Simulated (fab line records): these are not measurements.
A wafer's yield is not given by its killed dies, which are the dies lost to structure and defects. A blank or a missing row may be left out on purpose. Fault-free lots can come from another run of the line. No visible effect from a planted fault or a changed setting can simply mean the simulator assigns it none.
fab line records	flow n5Finfet
record: lots: 11	wafers: 33	lastDay: 18
route steps=1938 shown BEOL_M11@1554 PASSIVATION@1936
lots that met no fault: taken from a fault-free run of the same line
startH: start of the lot's first displayed wafer, in hours after the record's first day	waitH: how many hours have passed since the lot's step before this one	" the same as in the row above	L1.1+2: one row covering several wafers at once	- value missing, or start not given	* or withheld: withheld	< > ~ a bound
route shown NAME@n: NAME is a module with steps in the file, n the number in the route of the first one	usual: mean/standard deviation of fault-free wafers	same: alike in all rows	chamber/n: place in a boat	sites: the reading at each site	_std_site: the values' standard deviation	_edge_site: outer sites' mean less inner sites'	radiusMm: how far each site lies from the wafer's centre	mask NAME#n: copy n	behind: the tool/chamber that last shaped the wafer	hold: why the lot went on hold/how many hours it stayed there/how the hold came to an end	device: the transistor (n, p or np) that didn't switch	end of line: the same wafers' tests at the end of the route	step lacking rows: just its recipe	killed: dies that structure and defects cost at the first sort, which is not the same as the wafer's yield	map: a wafer's dies, x killed, . not, _ none there
set.NAME: the setting that was run; set.NAME@STEP: the one run at that earlier step	model.NAME: the simulator's own value behind a step, which no gauge read
the route's steps for a sample of lots (tables are steps, rows are wafers)
services: a tool's chamber out of use, with start hour (startH, from the record's first day; less than 0 if before it), hours out, and reason
== steps ==
step: N5_BEOL_M11_ETCH_62
recipe: chemistry: N2/H2	target: SOC	targetDepthA: 1100	overetchA: 220	maskMaterial: SiARC	tempC: 40	timeS: 165	ionEnergyEv: 200	pressureMtorr: 30	sourceW: 840	biasW: 150	n2FlowSccm: 200	h2FlowSccm: 200
usual: drypumpMotorCurrentA: 5.8/0.39	oesProductAu: 0.67/0.079	rfVppV: 522.7/2.6	showerheadPlenumPTorr: 2.50/0.084	throttleValvePct: 17.75/0.29
lot.wafer	tool	chamber	startH	waitH	drypumpMotorCurrentA	oesProductAu	rfHoursCounterH	rfVppV	showerheadPlenumPTorr	throttleValvePct
L794.1	rieDiel-02	3	228.26	0.0	6.3	0.78	12	526.2	2.60	17.39
L794.4	"	0	"	"	5.7	0.62	161	522.4	2.54	18.10
L794.5	"	2	"	"	5.2	0.77	-	522.4	2.48	17.24
L795.2	rieDiel-02	2	234.22	0.0	5.1	0.77	16	523.3	2.48	17.24
L795.4	"	0	"	"	5.7	0.63	162	525.0	2.54	18.08
L795.6	"	2	"	"	5.1	0.77	-	521.1	2.48	17.23
L797.1	rieDiel-04	2	242.71	0.0	5.7	0.79	12	522.7	2.49	17.66
L797.2	"	0	"	"	5.6	0.58	222	523.3	2.51	18.14
L797.5	"	2	"	"	5.7	0.80	-	522.0	2.49	17.66
L798.2	rieDiel-03	1	251.67	0.0	4.7	0.78	17	525.0	2.59	17.48
L798.4	"	0	"	"	6.1	0.63	199	521.8	2.42	17.88
L798.6	"	2	"	"	6.2	0.61	-	520.9	2.43	17.97
L803.1	rieDiel-04	1	270.75	0.0	6.1	0.62	188	526.3	2.64	17.79
L803.2	"	0	"	"	5.6	0.57	233	522.7	2.51	18.15
L803.3	"	2	"	"	5.7	0.77	22	521.4	2.49	17.66
L805.1	rieDiel-04	0	296.37	0.0	5.6	0.57	243	523.8	2.50	18.17
L805.3	"	2	"	"	5.7	0.76	31	521.9	2.48	17.70
L805.5	"	0	"	"	5.6	0.57	-	523.7	2.50	18.18
L810.1	rieDiel-03	1	315.29	0.0	4.7	0.75	39	525.2	2.58	17.53
L810.3	"	2	"	"	6.2	0.59	209	519.7	2.42	18.01
L810.4	"	3	"	"	6.2	0.64	147	519.7	2.44	17.89
L808.1	rieDiel-04	0	318.45	0.0	5.6	0.57	252	523.0	2.50	18.19
L808.4	"	0	"	"	5.6	0.57	-	523.4	2.50	18.18
L808.6	"	1	"	"	6.1	0.61	-	526.3	2.63	17.85
L814.1	rieDiel-04	2	341.38	0.0	5.7	0.74	48	523.0	2.47	17.72
L814.5	"	0	"	"	5.6	0.83	-	523.5	2.50	17.76
L814.6	"	1	"	"	6.1	0.61	-	526.4	2.63	17.86
L812.1	rieDiel-04	3	341.64	0.0	5.8	0.82	7	524.2	2.50	17.66
L812.2	"	0	"	"	5.6	0.82	2	523.7	2.50	17.75
L812.4	"	2	"	"	5.7	0.73	48	523.0	2.47	17.71
L817.1	rieDiel-02	0	375.94	0.0	5.7	0.59	204	524.4	2.52	18.17
L817.3	"	1	"	"	5.7	0.60	194	516.5	2.32	17.46
L817.5	"	3	"	"	6.3	0.71	-	524.1	2.59	17.46
step: N5_BEOL_M11_HM_OPEN_17
recipe: chemistry: Cl2/BCl3	targetDepthA: 200	overetchA: 60	target: TiN	maskMaterial: SOC	ionEnergyEv: 150	pressureMtorr: 10	icpW: 1000	biasW: 126	Cl2_flow_sccm: 53.25	bcl3FlowSccm: 21.75	Ar_flow_sccm: 25
usual: drypumpMotorCurrentA: 5.9/0.32	oesProductAu: 0.67/0.079	throttleValvePct: 22.00/0.12
lot.wafer	tool	chamber	startH	waitH	drypumpMotorCurrentA	oesProductAu	rfHoursCounterH	throttleValvePct
L794.1	rieMetal-02	1	228.45	0.0	6.2	0.78	8	21.77
L794.4	"	1	"	"	6.2	0.78	-	21.78
L794.5	"	0	"	"	6.2	0.69	-	22.04
L795.2	rieMetal-03	1	234.41	0.0	5.8	0.67	44	21.96
L795.4	"	0	"	"	6.1	0.55	-	21.96
L795.6	"	1	"	"	5.8	0.67	-	21.96
L797.1	rieMetal-02	1	242.89	0.0	6.2	0.77	10	21.77
L797.2	"	0	"	"	6.2	0.69	38	22.04
L797.5	"	1	"	"	6.2	0.76	-	21.78
L798.2	rieMetal-03	0	251.85	0.0	6.1	0.55	108	21.96
L798.4	"	1	"	"	5.8	0.67	-	21.96
L798.6	"	0	"	"	6.1	0.54	-	21.95
L803.1	rieMetal-01	0	270.93	0.0	5.5	0.73	20	22.03
L803.2	"	1	"	"	5.4	0.55	114	22.20
L803.3	"	0	"	"	5.5	0.73	-	22.04
L805.1	rieMetal-03	0	296.55	0.0	6.1	0.54	112	21.97
L805.3	"	1	"	"	5.8	0.65	-	21.99
L805.5	"	1	"	"	5.8	0.65	-	21.99
L810.1	rieMetal-01	0	315.48	0.0	5.6	0.71	24	22.07
L810.3	"	1	"	"	5.4	0.53	-	22.22
L810.4	"	0	"	"	5.5	0.71	-	22.06
L808.1	rieMetal-01	0	318.64	0.0	5.6	0.71	24	22.05
L808.4	"	0	"	"	5.6	0.71	-	22.06
L808.6	"	0	"	"	5.5	0.72	-	22.07
L814.1	rieMetal-03	1	341.57	0.0	5.8	0.65	54	21.98
L814.5	"	1	"	"	5.8	0.64	-	21.99
L814.6	"	1	"	"	5.8	0.65	-	21.98
L812.1	rieMetal-02	0	341.83	0.0	6.1	0.65	47	22.10
L812.2	"	1	"	"	6.2	0.72	19	21.82
L812.4	"	1	"	"	6.2	0.73	-	21.81
L817.1	rieMetal-02	1	376.13	0.0	6.2	0.70	23	21.83
L817.3	"	0	"	"	6.2	0.65	-	22.08
L817.5	"	1	"	"	6.2	0.72	-	21.83
step: N5_BEOL_M11_CD_MEAS_18
recipe: pitchNm: 140	targetCdNm: 70
usual: cdNm: 70.0/0.53
lot.wafer	tool	chamber	startH	waitH	cdNm
L794.1	cdSem-02	-	228.72	0.0	70.3
L794.4	"	-	"	"	70.2
L794.5	"	-	"	"	70.1
L795.2	cdSem-02	-	234.59	0.1	70.6
L795.4	"	-	"	"	70.7
L795.6	"	-	"	"	71.2
L797.1	cdSem-02	-	243.07	0.0	71.0
L797.2	"	-	"	"	70.2
L797.5	"	-	"	"	70.2
L798.2	cdSem-01	-	252.04	0.1	70.4
L798.4	"	-	"	"	69.8
L798.6	"	-	"	"	69.8
L803.1	cdSem-03	-	271.15	0.0	70.0
L803.2	"	-	"	"	70.3
L803.3	"	-	"	"	70.7
L805.1	cdSem-03	-	296.73	0.0	70.3
L805.3	"	-	"	"	70.5
L805.5	"	-	"	"	70.4
L810.1	cdSem-02	-	315.67	0.0	69.4
L810.3	"	-	"	"	69.0
L810.4	"	-	"	"	69.2
L808.1	cdSem-03	-	318.94	0.0	69.7
L808.4	"	-	"	"	68.9
L808.6	"	-	"	"	69.4
L814.1	cdSem-02	-	341.88	0.1	70.1
L814.5	"	-	"	"	70.0
L814.6	"	-	"	"	69.7
L812.1	cdSem-02	-	342.09	0.1	69.7
L812.2	"	-	"	"	69.9
L812.4	"	-	"	"	70.5
L817.1	cdSem-03	-	376.31	0.0	70.0
L817.3	"	-	"	"	69.6
L817.5	"	-	"	"	69.6
step: N5_BEOL_M11_COAT_22
recipe: resist: CAR-ArF	spinRpm: 1500	resistThkNm: 90
usual: spinSpeedRpm: 1500.0/0.97
lot.wafer	tool	chamber	startH	waitH	spinSpeedRpm
L794.1	lithoTrack-03	0	228.97	-	1499.5
L794.4	"	0	"	"	1499.8
L794.5	"	0	"	"	1499.0
L795.2	lithoTrack-03	0	234.65	-	1500.2
L795.4	"	0	"	"	1500.8
L795.6	"	0	"	"	1500.8
L797.1	lithoTrack-01	0	246.06	-	1499.1
L797.2	"	0	"	"	1499.7
L797.5	"	0	"	"	1499.9
L798.2	lithoTrack-05	0	252.10	-	1500.5
L798.4	"	0	"	"	1500.0
L798.6	"	0	"	"	1499.9
L803.1	lithoTrack-01	0	271.19	-	1499.9
L803.2	"	0	"	"	1500.4
L803.3	"	0	"	"	1500.9
L805.1	lithoTrack-03	0	296.78	-	1499.6
L805.3	"	0	"	"	1500.0
L805.5	"	0	"	"	1500.7
L810.1	lithoTrack-05	0	316.25	-	1501.2
L810.3	"	0	"	"	1498.1
L810.4	"	0	"	"	1499.6
L808.1	lithoTrack-01	0	320.58	-	1707.8
L808.4	"	0	"	"	1707.6
L808.6	"	0	"	"	1706.9
L814.1	lithoTrack-05	0	343.57	-	1498.5
L814.5	"	0	"	"	1499.1
L814.6	"	0	"	"	1500.8
L812.1	lithoTrack-01	0	343.58	-	1709.2
L812.2	"	0	"	"	1709.2
L812.4	"	0	"	"	1706.9
L817.1	lithoTrack-03	0	376.35	-	1500.5
L817.3	"	0	"	"	1500.3
L817.5	"	0	"	"	1499.5
step: N5_PASSIVATION_PROBE_49
usual: defectLimitedYield: 91.5/1.3	killed_at_M0_to_M3: 33/11	killed_at_M4_up: 14/5.3	killedAtContacts: 11/6.3	killedAtFrontEnd: 38/10	killedAtOther: 3.7/2.8	killedDies: 101/16	killedOpen: 67/12	killedShort: 32/7.4	sort_bin_5_function: 5.0/0.86	sort_bin_6_memory: 3.2/0.69	sort_bin_8_speed: 0.00/0.007	sortNPass: 1079/16	sortYieldPct: 91.5/1.3
same: grossDies: 1180	killedAtBackSide: 0	sort_bin_4_leakage[%]: 0
lot.wafer	tool	chamber	startH	waitH	defectLimitedYield[%]	killed_at_M0_to_M3	killed_at_M4_up	killedAtContacts	killedAtFrontEnd	killedAtOther	killedDies	killedOpen	killedShort	sort_bin_5_function[%]	sort_bin_6_memory[%]	sort_bin_8_speed[%]	sortNPass	sortYieldPct[%]
L794.1	prober-01	-	273.72	0.0	92.4	42	4	12	29	3	90	60	30	4.9	2.5	0	1090	92.4
L794.4	prober-01	-	273.87	0.2	90.0	56	8	14	34	6	118	78	40	5.8	3.8	0	1062	90.0
L794.5	prober-01	-	273.92	0.2	90.8	47	11	12	35	4	109	78	31	6.4	2.5	0	1071	90.8
L795.2	prober-01	-	281.75	0.2	92.6	50	4	12	21	0	87	62	23	4.3	2.8	0	1093	92.6
L795.4	prober-01	-	281.85	0.3	92.5	39	6	7	37	0	89	57	29	4.2	2.9	0	1091	92.5
L795.6	prober-01	-	281.95	0.4	92.7	42	10	15	18	1	86	58	27	4.9	2.2	0	1094	92.7
L797.1	prober-02	-	296.98	0.0	93.2	13	13	18	30	6	80	56	21	4.3	2.4	0	1100	93.2
L797.2	prober-02	-	297.03	0.1	91.4	31	18	11	33	8	101	72	26	5.2	3.1	0	1079	91.4
L797.5	prober-02	-	297.18	0.2	92.9	14	18	12	40	0	84	59	24	4.7	2.1	0	1096	92.9
L798.2	prober-02	-	297.64	0.1	92.6	20	8	23	35	1	87	57	30	4.0	2.8	0	1093	92.6
L798.4	prober-02	-	297.74	0.2	88.7	43	15	10	65	0	133	77	54	7.1	3.6	0	1047	88.7
L798.6	prober-02	-	297.84	0.3	87.9	38	12	16	77	0	143	83	55	5.3	5.9	0	1037	87.9
L803.1	prober-02	-	312.13	0.0	93.7	26	10	8	27	3	74	53	20	3.9	2.1	0	1106	93.7
L803.2	prober-02	-	312.18	0.1	91.4	41	8	10	35	7	101	67	34	5.3	3.1	0	1079	91.4
L803.3	prober-02	-	312.23	0.1	93.4	18	8	8	38	6	78	52	25	4.0	2.5	0	1102	93.4
L805.1	prober-02	-	338.59	0.0	94.8	15	16	5	25	0	61	39	21	2.5	2.2	0	1119	94.8
L805.3	prober-02	-	338.69	0.1	92.8	22	5	15	39	4	85	46	37	4.2	2.6	0	1095	92.8
L805.5	prober-02	-	338.79	0.2	94.0	15	10	9	32	5	71	47	24	2.8	2.8	0	1109	94.0
L810.1	prober-02	-	362.77	0.0	91.4	41	6	3	44	7	101	48	49	4.7	3.3	0	1079	91.4
L810.3	prober-02	-	362.87	0.1	91.8	28	17	8	44	0	97	66	31	5.5	2.3	0	1083	91.8
L810.4	prober-02	-	362.92	0.2	92.2	48	8	2	28	6	92	57	34	4.2	3.4	0	1088	92.2
L808.1	prober-01	-	364.95	0.0	91.4	34	30	6	27	4	101	75	23	4.8	3.6	0	1079	91.4
L808.4	prober-01	-	365.10	0.2	92.1	26	15	7	32	13	93	55	37	4.9	2.7	0	1087	92.1
L808.6	prober-01	-	365.20	0.3	91.9	21	8	14	38	15	96	64	32	4.2	3.6	0	1084	91.9
L814.1	prober-01	-	386.30	0.0	92.4	32	12	15	29	2	90	61	29	4.7	2.6	0	1090	92.4
L814.5	prober-01	-	386.50	0.2	90.5	32	19	9	48	4	112	72	40	5.3	3.9	0.08	1067	90.4
L814.6	prober-01	-	386.55	0.3	90.1	51	17	13	31	5	117	86	28	4.9	4.6	0	1063	90.1
L812.1	prober-02	-	387.24	0.0	90.4	47	18	9	37	2	113	88	24	5.8	3.3	0	1067	90.4
L812.2	prober-02	-	387.29	0.1	91.7	34	21	3	38	2	98	62	35	4.7	3.1	0	1082	91.7
L812.4	prober-02	-	387.39	0.2	91.5	42	26	2	25	5	100	67	30	5.1	3.1	0	1080	91.5
L817.1	prober-02	-	422.11	0.0	91.4	32	10	15	42	2	101	69	30	4.8	3.4	0	1079	91.4
L817.3	prober-02	-	422.21	0.1	91.3	28	6	12	54	3	103	68	35	5.2	3.2	0	1077	91.3
L817.5	prober-02	-	422.31	0.2	90.9	51	8	10	27	11	107	66	39	5.3	3.0	0	1073	90.9
killed by level:class
L794.1 FIN_SAQP:geometricParticle:open=11 MOL_CONTACT_COAG:geometricParticle:open=11 BEOL_M0_SAQP:geometricParticle:short=11 STI_FIN_REVEAL:geometricParticle:open=6 DUMMY_GATE:geometricParticle:open=5 BEOL_M0_SAQP:geometricParticle:open=5 BEOL_M3:geometricParticle:short=5 BEOL_M1:geometricParticle:open=4
L794.4 BEOL_M2:geometricParticle:open=15 FIN_SAQP:geometricParticle:short=11 MOL_CONTACT_COAG:geometricParticle:open=10 BEOL_M3:geometricParticle:open=9 BEOL_M1:geometricParticle:open=8 BEOL_M0_SAQP:geometricParticle:open=7 FIN_SAQP:geometricParticle:open=5 BEOL_M2:geometricParticle:short=5
L794.5 BEOL_M2:geometricParticle:open=12 MOL_CONTACT_COAG:geometricParticle:open=11 BEOL_M0_SAQP:geometricParticle:open=11 FIN_SAQP:geometricParticle:short=7 BEOL_M5:geometricParticle:open=7 BEOL_M1:geometricParticle:open=7 FIN_SAQP:geometricParticle:open=6 DUMMY_GATE:geometricParticle:open=6
L795.2 BEOL_M3:geometricParticle:open=15 MOL_CONTACT_COAG:geometricParticle:open=11 BEOL_M0_SAQP:geometricParticle:open=8 BEOL_M0_SAQP:geometricParticle:short=7 STI_FIN_REVEAL:geometricParticle:open=6 BEOL_M0:geometricParticle:open=5 GATE_CUT:geometricParticle:open=4 BEOL_M1:geometricParticle:open=4
L795.4 STI_FIN_REVEAL:geometricParticle:open=11 BEOL_M1:geometricParticle:open=8 MOL_CONTACT_COAG:geometricParticle:open=6 BEOL_M1:geometricParticle:short=6 GATE_CUT:geometricParticle:short=5 BEOL_M0:geometricParticle:open=5 BEOL_M3:geometricParticle:open=5 BEOL_M2:geometricParticle:open=4
L795.6 BEOL_M0_SAQP:geometricParticle:open=15 MOL_CONTACT_COAG:geometricParticle:open=12 BEOL_M0_SAQP:geometricParticle:short=9 GATE_CUT:geometricParticle:short=5 BEOL_M3:geometricParticle:open=5 BEOL_M1:geometricParticle:open=4 BEOL_M2:geometricParticle:open=4 STI_FIN_REVEAL:geometricParticle:open=3
L797.1 MOL_CONTACT_COAG:geometricParticle:open=16 STI_FIN_REVEAL:geometricParticle:open=13 BEOL_M4:geometricParticle:open=6 BEOL_M0_SAQP:geometricParticle:short=3 MIM_TOP:geometricParticle:open=3 STARTING-WAFER:geometricParticle:open=3 FIN_SAQP:geometricParticle:open=2 FIN_SAQP:geometricParticle:short=2
L797.2 STI_FIN_REVEAL:geometricParticle:open=11 BEOL_M3:geometricParticle:open=10 MOL_CONTACT_COAG:geometricParticle:open=9 BEOL_M1:geometricParticle:open=8 DUMMY_GATE:geometricParticle:open=7 BEOL_M4:geometricParticle:open=7 GATE_CUT:geometricParticle:short=6 BEOL_M0_SAQP:geometricParticle:open=5
L797.5 STI_FIN_REVEAL:geometricParticle:open=16 MOL_CONTACT_COAG:geometricParticle:open=11 BEOL_M4:geometricParticle:open=8 FIN_SAQP:geometricParticle:open=6 FIN_SAQP:geometricParticle:short=6 BEOL_M2:geometricParticle:open=5 BEOL_M4:geometricParticle:short=4 STI_FIN_REVEAL:geometricParticle:short=3
L798.2 MOL_CONTACT_COAG:geometricParticle:open=19 FIN_SAQP:geometricParticle:short=6 DUMMY_GATE:geometricParticle:open=6 BEOL_M1:geometricParticle:open=6 STI_FIN_REVEAL:geometricParticle:open=4 MOL_CONTACT_COAG:geometricParticle:short=4 BEOL_M0_SAQP:geometricParticle:open=4 BEOL_M0_SAQP:geometricParticle:short=3
L798.4 STI_FIN_REVEAL:geometricParticle:open=19 BEOL_M0_SAQP:geometricParticle:short=18 FIN_SAQP:geometricParticle:short=15 BEOL_M0_SAQP:geometricParticle:open=14 FIN_SAQP:geometricParticle:open=9 MOL_CONTACT_COAG:geometricParticle:open=8 STI_FIN_REVEAL:geometricParticle:short=5 DUMMY_GATE:geometricParticle:open=5
L798.6 FIN_SAQP:geometricParticle:short=17 FIN_SAQP:geometricParticle:open=17 BEOL_M0_SAQP:geometricParticle:short=17 STI_FIN_REVEAL:geometricParticle:open=15 MOL_CONTACT_COAG:geometricParticle:open=11 BEOL_M0_SAQP:geometricParticle:open=11 BEOL_M4:geometricParticle:open=7 STARTING-WAFER:geometricParticle:short=7
L803.1 BEOL_M3:geometricParticle:open=8 BEOL_M2:geometricParticle:open=7 STI_FIN_REVEAL:geometricParticle:open=6 MOL_CONTACT_COAG:geometricParticle:open=6 FIN_SAQP:geometricParticle:open=5 FIN_SAQP:geometricParticle:short=4 BEOL_M5:geometricParticle:open=4 BEOL_M1:geometricParticle:open=3
L803.2 BEOL_M3:geometricParticle:open=18 FIN_SAQP:geometricParticle:short=10 MOL_CONTACT_COAG:geometricParticle:open=9 STI_FIN_REVEAL:geometricParticle:open=8 BEOL_M0_SAQP:geometricParticle:open=6 BEOL_M0_SAQP:geometricParticle:short=5 GATE_CUT:geometricParticle:short=4 BEOL_M1:geometricParticle:open=4
L803.3 FIN_SAQP:geometricParticle:open=8 STI_FIN_REVEAL:geometricParticle:open=6 BEOL_M3:geometricParticle:open=6 BEOL_M4:geometricParticle:open=6 MOL_CONTACT_COAG:geometricParticle:open=5 DUMMY_GATE:geometricParticle:open=4 GATE_CUT:geometricParticle:short=4 STARTING-WAFER:geometricParticle:short=4
L805.1 STI_FIN_REVEAL:geometricParticle:open=5 BEOL_M4:geometricParticle:open=5 STARTING-WAFER:geometricParticle:open=5 FIN_SAQP:geometricParticle:open=4 BEOL_M1:geometricParticle:open=4 BEOL_M4:geometricParticle:short=4 MOL_CONTACT_COAG:geometricParticle:open=3 ILD0:geometricParticle:short=2
L805.3 FIN_SAQP:geometricParticle:short=10 STI_FIN_REVEAL:geometricParticle:open=9 MOL_CONTACT_COAG:geometricParticle:short=8 MOL_CONTACT_COAG:geometricParticle:open=7 FIN_SAQP:geometricParticle:open=6 BEOL_M0_SAQP:geometricParticle:open=4 BEOL_M0_SAQP:geometricParticle:short=4 BEOL_M3:geometricParticle:open=4
L805.5 FIN_SAQP:geometricParticle:short=6 STI_FIN_REVEAL:geometricParticle:open=6 MOL_CONTACT_COAG:geometricParticle:open=5 FIN_SAQP:geometricParticle:open=4 MOL_CONTACT_COAG:geometricParticle:short=4 GATE_CUT:geometricParticle:open=4 BEOL_M0_SAQP:geometricParticle:open=4 BEOL_M4:geometricParticle:open=4
L810.1 FIN_SAQP:geometricParticle:short=12 BEOL_M0_SAQP:geometricParticle:short=11 BEOL_M3:geometricParticle:open=8 BEOL_M0_SAQP:geometricParticle:open=8 BEOL_M1:geometricParticle:open=8 STI_FIN_REVEAL:geometricParticle:open=7 STI_FIN_REVEAL:geometricParticle:short=6 ILD0:geometricParticle:open=3
L810.3 STI_FIN_REVEAL:geometricParticle:open=13 FIN_SAQP:geometricParticle:short=11 MOL_CONTACT_COAG:geometricParticle:open=7 BEOL_M3:geometricParticle:open=7 BEOL_M0_SAQP:geometricParticle:open=6 FIN_SAQP:geometricParticle:open=5 DUMMY_GATE:geometricParticle:open=5 BEOL_M4:geometricParticle:open=5
L810.4 STI_FIN_REVEAL:geometricParticle:open=11 BEOL_M3:geometricParticle:open=11 BEOL_M0_SAQP:geometricParticle:short=10 BEOL_M0_SAQP:geometricParticle:open=9 FIN_SAQP:geometricParticle:short=5 BEOL_M0:geometricParticle:open=5 BEOL_M1:geometricParticle:open=4 BEOL_M3:geometricParticle:short=4
L808.1 BEOL_M4:geometricParticle:open=20 BEOL_M3:geometricParticle:open=9 MOL_CONTACT_COAG:geometricParticle:open=6 BEOL_M0:geometricParticle:open=6 STI_FIN_REVEAL:geometricParticle:open=4 FIN_SAQP:geometricParticle:open=3 FIN_SAQP:geometricParticle:short=3 DUMMY_GATE:geometricParticle:open=3
L808.4 BEOL_M1:geometricParticle:open=7 BEOL_M3:geometricParticle:open=7 MIM_BOT:geometricParticle:short=7 DUMMY_GATE:geometricParticle:open=6 GATE_CUT:geometricParticle:open=5 FIN_SAQP:geometricParticle:short=4 MOL_CONTACT_COAG:geometricParticle:open=4 BEOL_M4:geometricParticle:open=4
L808.6 MOL_CONTACT_COAG:geometricParticle:open=8 BEOL_M2:geometricParticle:open=8 MIM_BOT:geometricParticle:open=7 MOL_CONTACT_COAG:geometricParticle:short=6 STI_FIN_REVEAL:geometricParticle:open=5 GATE_CUT:geometricParticle:open=5 FIN_SAQP:geometricParticle:open=4 DUMMY_GATE:geometricParticle:open=4
L814.1 MOL_CONTACT_COAG:geometricParticle:open=11 BEOL_M1:geometricParticle:open=11 FIN_SAQP:geometricParticle:open=7 FIN_SAQP:geometricParticle:short=7 BEOL_M2:geometricParticle:short=6 BEOL_M4:geometricParticle:open=6 BEOL_M0_SAQP:geometricParticle:short=5 MOL_CONTACT_COAG:geometricParticle:short=4
L814.5 FIN_SAQP:geometricParticle:open=12 FIN_SAQP:geometricParticle:short=11 BEOL_M0_SAQP:geometricParticle:short=11 STI_FIN_REVEAL:geometricParticle:open=10 BEOL_M4:geometricParticle:open=10 BEOL_M2:geometricParticle:open=8 MOL_CONTACT_COAG:geometricParticle:open=7 BEOL_M0_SAQP:geometricParticle:open=5
L814.6 MOL_CONTACT_COAG:geometricParticle:open=13 BEOL_M3:geometricParticle:open=12 BEOL_M0_SAQP:geometricParticle:short=9 DUMMY_GATE:geometricParticle:open=8 BEOL_M2:geometricParticle:open=8 BEOL_M4:geometricParticle:open=8 BEOL_M0_SAQP:geometricParticle:open=6 BEOL_M1:geometricParticle:open=6
L812.1 BEOL_M2:geometricParticle:open=16 STI_FIN_REVEAL:geometricParticle:open=13 BEOL_M4:geometricParticle:open=9 BEOL_M3:geometricParticle:open=9 MOL_CONTACT_COAG:geometricParticle:open=8 DUMMY_GATE:geometricParticle:open=7 BEOL_M0_SAQP:geometricParticle:open=6 BEOL_M0:geometricParticle:open=6
L812.2 FIN_SAQP:geometricParticle:short=12 BEOL_M4:geometricParticle:open=9 STI_FIN_REVEAL:geometricParticle:open=8 BEOL_M1:geometricParticle:open=7 FIN_SAQP:geometricParticle:open=6 BEOL_M0_SAQP:geometricParticle:open=6 BEOL_M2:geometricParticle:open=6 BEOL_M0_SAQP:geometricParticle:short=5
L812.4 BEOL_M2:geometricParticle:open=11 BEOL_M5:geometricParticle:open=10 BEOL_M0_SAQP:geometricParticle:open=8 DUMMY_GATE:geometricParticle:open=7 BEOL_M1:geometricParticle:open=6 BEOL_M0_SAQP:geometricParticle:short=5 FIN_SAQP:geometricParticle:short=4 BEOL_M4:geometricParticle:open=4
L817.1 STI_FIN_REVEAL:geometricParticle:open=14 MOL_CONTACT_COAG:geometricParticle:open=11 BEOL_M1:geometricParticle:open=8 BEOL_M3:geometricParticle:open=8 STI_FIN_REVEAL:geometricParticle:short=5 BEOL_M2:geometricParticle:open=5 STARTING-WAFER:geometricParticle:short=5 FIN_SAQP:geometricParticle:open=4
L817.3 STI_FIN_REVEAL:geometricParticle:open=13 MOL_CONTACT_COAG:geometricParticle:open=10 FIN_SAQP:geometricParticle:short=8 BEOL_M1:geometricParticle:open=6 BEOL_M0_SAQP:geometricParticle:open=6 FIN_CUT:geometricParticle:open=5 FIN_SAQP:geometricParticle:open=4 BEOL_M4:geometricParticle:open=4
L817.5 BEOL_M3:geometricParticle:open=12 MOL_CONTACT_COAG:geometricParticle:open=10 BEOL_M0_SAQP:geometricParticle:short=10 BEOL_M2:geometricParticle:open=8 FIN_SAQP:geometricParticle:short=6 BEOL_M1:geometricParticle:open=5 BEOL_M4:geometricParticle:open=5 PASS1_CAP:geometricParticle:short=5
== services ==
tool	chamber	startH	hours	kind
rieMetal-03	-	220.80	1.4	pm
rieDiel-04	2	250.08	2.5	repair
rieDiel-04	3	257.50	8.1	repair
rieDiel-02	-	270.26	14.6	pm
rieDiel-02	-	289.47	0.3	repair
rieDiel-04	3	298.96	-	clean
rieDiel-04	3	298.96	-	consumableReplace:focusRing
rieDiel-04	3	298.96	20.0	scheduledDown
rieDiel-04	3	298.96	20.0	ventCycle
rieMetal-01	1	318.06	-	clean
rieMetal-01	1	318.06	23.1	scheduledDown
rieMetal-01	1	318.06	23.1	ventCycle
rieDiel-04	0	318.99	-	clean
rieDiel-04	0	318.99	-	consumableReplace:focusRing
rieDiel-04	0	318.99	15.8	scheduledDown
rieDiel-04	0	318.99	15.8	ventCycle
lithoTrack-05	-	321.18	-	consumableReplace:filter
rieMetal-03	0	332.16	-	clean
rieMetal-03	0	332.16	26.7	scheduledDown
rieMetal-03	0	332.16	26.7	ventCycle
lithoTrack-01	-	333.00	-	consumableReplace:filter
== key ==
firstSign: step: N5_BEOL_M11_COAT_22	reading: spinSpeedRpm	direction: up	sigmas: 99+	usual: *	struck: *
effect none on later readings
metAt N5_BEOL_M11_COAT_22
struckLots L808,L812
notActingAt N5_BEOL_M11_ETCH_62,N5_BEOL_M11_HM_OPEN_17,N5_BEOL_M11_CD_MEAS_18
onsetBetween 271.19 320.58
fault: kind: processParameterDrift	tool: lithoTrack-01	chamber: -	onsetH: 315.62	steps: N5_BEOL_M11_COAT_22	channel: spinRpm	offset: *	shape: step	actsIn: *	stated: *
